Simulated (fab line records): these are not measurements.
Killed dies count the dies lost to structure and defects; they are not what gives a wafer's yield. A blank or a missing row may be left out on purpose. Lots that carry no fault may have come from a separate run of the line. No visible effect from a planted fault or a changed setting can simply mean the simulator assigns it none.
Struck lot and sound lot, side by side :: flow nand harc :: 24 out of 1159 route steps
Sound: wafers L289.2, L289.4, L289.5. Struck: wafers L298.2, L298.5, L298.6. The cause is named last.
Order at every step that has rows: each side's tool, ch and its chambers, its first start. Under that, the readings that differ: sound wafers :: struck wafers :: difference of the means :: sigmas: that difference in standard deviations of wafers without a fault.
alike: readings with means less than 2 such deviations apart, plus words and numbers identical on both sides. not compared: withheld readings, readings lacking a value on some wafer, bounds such as >300 that could conceal the same value, and numbers that have no deviation in the record and whose values overlap.
Wherever a step has rows on one side only, a row that says differs or no value, or a row with sigmas, the two part there. Non-overlapping numbers with no deviation appear without sigmas and do not part them. A reading that every wafer of one side lacks parts them only if that side has two wafers or more.

first, 1 step without rows for these wafers: NHARC_P_M0_SRD_25.
NHARC_P_M0_INSPECT_27:
  sound: defect inspect-02 at day 8 16:20; struck: defect inspect-02 at day 10 08:36
reading: raw defect count
sound: 297 283 228
struck: 839 340 558
difference: +310
sigmas: +2
NHARC_P_M0_PRE_CLEAN_31: time 12 s.
  sound on pecvd-03 ch 0,1,2, day 8 16:25; struck on pecvd-04 ch 0,1,2, day 10 08:40
  alike: heater power w, rf fwd power W
NHARC_P_M0_DEP_32: deposits SiCN, target thk 30 nm.
  sound on pecvd-03 ch 0,1,2, day 8 16:31; struck on pecvd-04 ch 0,1,2, day 10 08:45
  alike: heater power w, rf fwd power W
then, 7 steps without rows for these wafers: NHARC_P_M1_DEP_00 (deposits SiOC, target thk 182.5 nm); NHARC_P_M1_DEHYDRATE_01 (time 120 s); NHARC_P_M1_HMDS_02 (time 30 s); NHARC_P_M1_COAT_34 (time 65 s); NHARC_P_M1_COAT_03 (resist thk 90 nm); NHARC_P_M1_SOFTBAKE_04 (time 55 s); NHARC_P_M1_EBR_05.
NHARC_P_M1_EXPOSE_06: exposes mask P M1, target cd 130 nm.
  sound on arfi scanner-01 ch 0, day 8 17:36; struck on arfi scanner-02 ch 0, day 10 09:52
reading: exposure dose mJ cm2
sound: 82.04 81.91 81.93
struck: 122.55 122.56 122.49
difference: +40.57
sigmas: +99 or more
  alike: mask
then, 2 steps without rows for these wafers: NHARC_P_M1_PEB_07 (peb time 65 s); NHARC_P_M1_DEVELOP_08 (develop time 35 s).
NHARC_P_M1_CD_MEAS_09 targets a cd of 130 nm.
  sound on cd sem-01 ch 0, day 8 17:45; struck on cd sem-01 ch 0, day 10 10:00
reading: cd nm (nm)
sound: 129.6 130.4 130.4
struck: 156.9 155.4 155.3
difference: +25.7
sigmas: +31
NHARC_P_M1_OVL_MEAS_10: pitch 260 nm.
  sound: overlay-02 at day 8 17:50; struck: overlay-01 at day 10 10:05
reading: overlay y nm (nm)
sound: -0.8 -0.8 -1.0
struck: 0.8 1.1 1.1
difference: +1.9
sigmas: +2
  alike: overlay x nm
NHARC_P_M1_INSPECT_11:
  sound: defect inspect-02 at day 8 17:52; struck: defect inspect-01 at day 10 10:07
  alike: raw defect count
NHARC_P_M1_DESCUM_14: chemistry O2, time 3 s.
  sound on rie diel-11 ch 0,1, day 8 17:56; struck on rie diel-11 ch 0,1,3, day 10 10:12
reading: model.P_M1.cd nm (nm)
sound: 131.4 130.2 130
struck: 159 154.6 155.4
difference: +26
sigmas: 
  alike: drypump motor current A, oes product au, rf vpp V, showerhead plenum p Torr, throttle valve pct
  not compared: rf hours counter h
NHARC_P_M1_ETCH_35: etches the open film in N2/H2, target depth 40 nm, overetch 12 nm, time 43.94 s.
  sound on rie diel-11 ch 0,1, day 8 18:01; struck on rie diel-11 ch 1,2, day 10 10:16
  alike: drypump motor current A, oes product au, rf fwd power W, rf vpp V, showerhead plenum p Torr, throttle valve pct
  not compared: rf hours counter h
NHARC_P_M1_ETCH_15: etches the open film in C4F8/Ar, target depth 182.5 nm, time 91.2 s.
  sound: rie diel-11 ch 0,1; struck: rie diel-11 ch 1,2
  alike: oes product au, rf fwd power W, rf vpp V
  not compared: rf hours counter h
NHARC_P_M1_CD_MEAS_16:
  sound: cd sem-01 at day 8 18:16; struck: cd sem-02 at day 10 10:29
reading: cd nm (nm)
sound: 131.1 130.4 130.8
struck: 159.4 155.6 155.7
difference: +26.1
sigmas: +24
NHARC_P_M1_STRIP_18: strips in N2/H2.
  sound on rie diel-05 ch 1,3, day 8 18:22; struck on rie diel-05 ch 0,3, day 10 10:35
  alike: drypump motor current A, oes product au, rf fwd power W, rf vpp V, showerhead plenum p Torr, throttle valve pct
  not compared: rf hours counter h
NHARC_P_M1_ETCH_28: etches the open film in CF4/N2, target depth 30 nm, time 72.99 s.
  sound: rie diel-05 ch 2,3; struck: rie diel-05 ch 0,1,2
reading: model.P_M1.cd nm (nm)
sound: 132.5 130.8 131.6
struck: 158.7 156 155.5
difference: +25.1
sigmas: 
  alike: drypump motor current A, oes product au, rf fwd power W, rf vpp V, showerhead plenum p Torr, throttle valve pct
  not compared: rf hours counter h
then, 1 step without rows for these wafers: NHARC_P_M1_STRIP_19 (strips in post etch residue remover, time 600 s).

== WHERE THEY PART ==
First at NHARC_P_M0_INSPECT_27; last, within this record, at NHARC_P_M1_CD_MEAS_16. Later steps at which nothing parts them and some readings are alike: NHARC_P_M1_STRIP_18, NHARC_P_M1_ETCH_28.

WHY: what the simulator had put in
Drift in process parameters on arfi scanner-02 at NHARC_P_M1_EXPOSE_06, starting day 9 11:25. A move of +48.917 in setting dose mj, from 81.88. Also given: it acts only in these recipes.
